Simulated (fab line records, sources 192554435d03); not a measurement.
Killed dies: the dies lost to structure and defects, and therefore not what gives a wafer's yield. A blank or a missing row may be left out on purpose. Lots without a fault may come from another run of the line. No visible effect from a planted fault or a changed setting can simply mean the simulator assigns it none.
Which tool was responsible? | flow n5-finfet | 11 lots, 31 wafers sampled, at 5 steps of a route of 1938

== WHAT THE GAUGES READ, wafer by wafer ==
N5_BEOL_M6_THK_MEAS_01. Usual: for M6_ILD_THK the level is 155.9 nm and the standard deviation is 2.5.
lot  | measured     | on            | M6_ILD_THK (nm)   | flag
L263 | day 10 18:15 | film-metro-01 | 152.7 158.1 158.0 |
L266 | day 10 18:53 | film-metro-01 | 151.8 154.1 153.2 |
L264 | day 11 00:01 | film-metro-02 | 160.5 157.3       |
L265 | day 11 03:08 | film-metro-01 | 154.7 155.1 152.7 |
L267 | day 11 13:42 | film-metro-02 | 150.0 153.7 152.2 |
L270 | day 12 00:22 | film-metro-01 | 154.0 158.3 158.6 |
L271 | day 12 02:46 | film-metro-01 | 152.9 157.4       |
L273 | day 13 02:16 | film-metro-02 | 155.7 159.4 159.5 |
L278 | day 14 23:58 | film-metro-02 | 153.7 156.0 170.1 |
L280 | day 15 02:55 | film-metro-01 | 155.1 155.3 169.4 |
L285 | day 16 03:56 | film-metro-01 | 157.9 163.6 162.5 |

N5_BEOL_M6_OVL_MEAS_12. Usual: for M6_OVL the level is -0.2 nm and the standard deviation is 0.65.
lot  | measured     | on         | M6_OVL (nm)    | flag
L263 | day 10 20:26 | overlay-02 | 0.0 0.0 0.3    |
L266 | day 10 20:39 | overlay-02 | 0.4 -1.4 -0.1  |
L264 | day 11 02:05 | overlay-01 | -0.9 -0.3      |
L265 | day 11 05:45 | overlay-01 | 0.3 -0.3 0.0   |
L267 | day 11 15:01 | overlay-01 | 0.4 -0.9 -0.5  |
L270 | day 12 02:53 | overlay-01 | 0.3 0.9 0.8    |
L271 | day 12 04:25 | overlay-02 | -0.4 -0.8      |
L273 | day 13 04:08 | overlay-01 | -0.6 0.8 -0.3  |
L278 | day 15 02:14 | overlay-02 | 1.5 0.8 0.1    |
L280 | day 15 03:26 | overlay-01 | -0.4 0.3 0.5   |
L285 | day 16 05:25 | overlay-01 | -1.3 -0.7 -1.6 |

== TOOL THAT RAN EACH LOT (tool first, then ch and the chambers of the sampled wafers, then the start) ==
lot  | N5_BEOL_M5_CO_CAP_78             | N5_BEOL_M6_ILD_DEP_00           | N5_BEOL_M6_HM_DEP_02
L263 | cvd-co-01 ch 0,1, day 10 17:25   | pecvd-03 ch 0,1, day 10 17:40   | pvd-sputter-03, day 10 20:01
L266 | cvd-co-02 ch 0,1, day 10 18:02   | pecvd-04 ch 0,1, day 10 18:18   | pvd-sputter-03, day 10 20:07
L264 | cvd-co-01 ch 0,1, day 10 23:14   | pecvd-03 ch 0,1, day 10 23:28   | pvd-sputter-01, day 11 01:33
L265 | cvd-co-01 ch 0,1, day 11 02:17   | pecvd-04 ch 0,1, day 11 02:32   | pvd-sputter-03, day 11 05:13
L267 | cvd-co-02 ch 1,2, day 11 12:47   | pecvd-03 ch 1,2, day 11 13:07   | pvd-sputter-01, day 11 14:29
L270 | cvd-co-01 ch 0,1,2, day 11 23:32 | pecvd-01 ch 0,1,2, day 11 23:47 | pvd-sputter-02, day 12 02:22
L271 | cvd-co-01 ch 2, day 12 01:57     | pecvd-04 ch 0,1, day 12 02:12   | pvd-sputter-02, day 12 03:53
L273 | cvd-co-01 ch 1,2, day 13 01:19   | pecvd-03 ch 0,1, day 13 01:33   | pvd-sputter-03, day 13 03:43
L278 | cvd-co-01 ch 0,1,2, day 14 23:09 | pecvd-04 ch 1,2, day 14 23:24   | pvd-sputter-01, day 15 01:43
L280 | cvd-co-02 ch 0,2, day 15 02:00   | pecvd-04 ch 1,2, day 15 02:19   | pvd-sputter-02, day 15 03:01
L285 | cvd-co-01 ch 0,1, day 16 03:07   | pecvd-01 ch 0,2, day 16 03:22   | pvd-sputter-03, day 16 04:53
- N5_BEOL_M5_CO_CAP_78: material Co, precursor CCTBA/H2, target thk 2 nm, time 102.1 s.
- N5_BEOL_M6_ILD_DEP_00: deposits SiCOH lowk from DEMS/porogen, target thk 179.75 nm, time 33.4 s.
- N5_BEOL_M6_HM_DEP_02: deposits TiN, target thk 20 nm.

== WHAT THE TOOLS THEMSELVES READ (means of the sampled wafers that have a number; where no wafer has one, the mark that the record gives instead) ==
N5_BEOL_M5_CO_CAP_78. Usual: heater-power-outer-w 125 W, standard deviation 8.6; heater-power-w 230 W, standard deviation 20.
lot  | tool      | heater-power-outer-w (W) | heater-power-w (W) | flag
L263 | cvd-co-01 | 133                      | 240                |
L266 | cvd-co-02 | 125                      | 236                |
L264 | cvd-co-01 | 128                      | 234                |
L265 | cvd-co-01 | 133                      | 244                |
L267 | cvd-co-02 | 119                      | 224                |
L270 | cvd-co-01 | 125                      | 233                |
L271 | cvd-co-01 | 124                      | 224                |
L273 | cvd-co-01 | 133                      | 252                |
L278 | cvd-co-01 | 127                      | 231                |
L280 | cvd-co-02 | 126                      | 230                |
L285 | cvd-co-01 | 133                      | 245                |

N5_BEOL_M6_ILD_DEP_00. Usual: heater-power-outer-w 167 W, standard deviation 45; heater-power-w 342 W, standard deviation 71; showerhead-plenum-p-Torr 5.741 Torr, standard deviation 0.021; throttle-valve-pct 14.5 %, standard deviation 1.3.
lot  | tool     | heater-power-outer-w (W) | heater-power-w (W) | showerhead-plenum-p-Torr (Torr) | throttle-valve-pct (%) | flag
L263 | pecvd-03 | 193                      | 355                | 5.758                           | 14.2                   |
L266 | pecvd-04 | 139                      | 307                | 5.760                           | 15.1                   |
L264 | pecvd-03 | 190                      | 356                | 5.753                           | 14.7                   |
L265 | pecvd-04 | 152                      | 323                | 5.764                           | 15.2                   |
L267 | pecvd-03 | 197                      | 369                | 5.742                           | 13.3                   |
L270 | pecvd-01 | 132                      | 286                | 5.735                           | 14.0                   |
L271 | pecvd-04 | 155                      | 337                | 5.760                           | 15.6                   |
L273 | pecvd-03 | 187                      | 361                | 5.763                           | 15.1                   |
L278 | pecvd-04 | 138                      | 310                | 5.730                           | 15.8                   |
L280 | pecvd-04 | 142                      | 314                | 5.734                           | 15.9                   |
L285 | pecvd-01 | 151                      | 336                | 5.742                           | 13.7                   |

N5_BEOL_M6_HM_DEP_02. Usual: chamber-pressure-pa 0.4998 Pa, standard deviation 0.00098; throttle-valve-pct 29.6 %, standard deviation 0.92.
lot  | tool           | chamber-pressure-pa (Pa) | throttle-valve-pct (%) | flag
L263 | pvd-sputter-03 | 0.5009                   | 29.4                   |
L266 | pvd-sputter-03 | 0.4992                   | 30.7                   |
L264 | pvd-sputter-01 | 0.5000                   | 28.6                   |
L265 | pvd-sputter-03 | 0.5001                   | 29.4                   |
L267 | pvd-sputter-01 | 0.5009                   | 29.4                   |
L270 | pvd-sputter-02 | 0.4999                   | 30.2                   |
L271 | pvd-sputter-02 | 0.4995                   | 29.3                   |
L273 | pvd-sputter-03 | 0.5003                   | 29.8                   |
L278 | pvd-sputter-01 | 0.5000                   | 29.8                   |
L280 | pvd-sputter-02 | 0.4996                   | 29.4                   |
L285 | pvd-sputter-03 | 0.4993                   | 29.3                   |

== THE ANSWER, worked out from the rows above alone ==
Rule: take the mean of a lot's wafers that have a number; if it is more than 3 standard deviations from the usual mean, the lot is off. Also off: a lot with no number at a reading for which 4 or more lots have one. The other lots that the step has rows for count as sound. After the gauges, taken in route order, come the tools' own readings; for these a lot's mean is taken, as printed above. The first step at which some lot is off is used, and at that step the reading that is off furthest; a lot without a number counts as furthest.
Nothing can be told from this: no lot is off at any reading shown.

== WHAT THE SIMULATOR HAD INSERTED ==
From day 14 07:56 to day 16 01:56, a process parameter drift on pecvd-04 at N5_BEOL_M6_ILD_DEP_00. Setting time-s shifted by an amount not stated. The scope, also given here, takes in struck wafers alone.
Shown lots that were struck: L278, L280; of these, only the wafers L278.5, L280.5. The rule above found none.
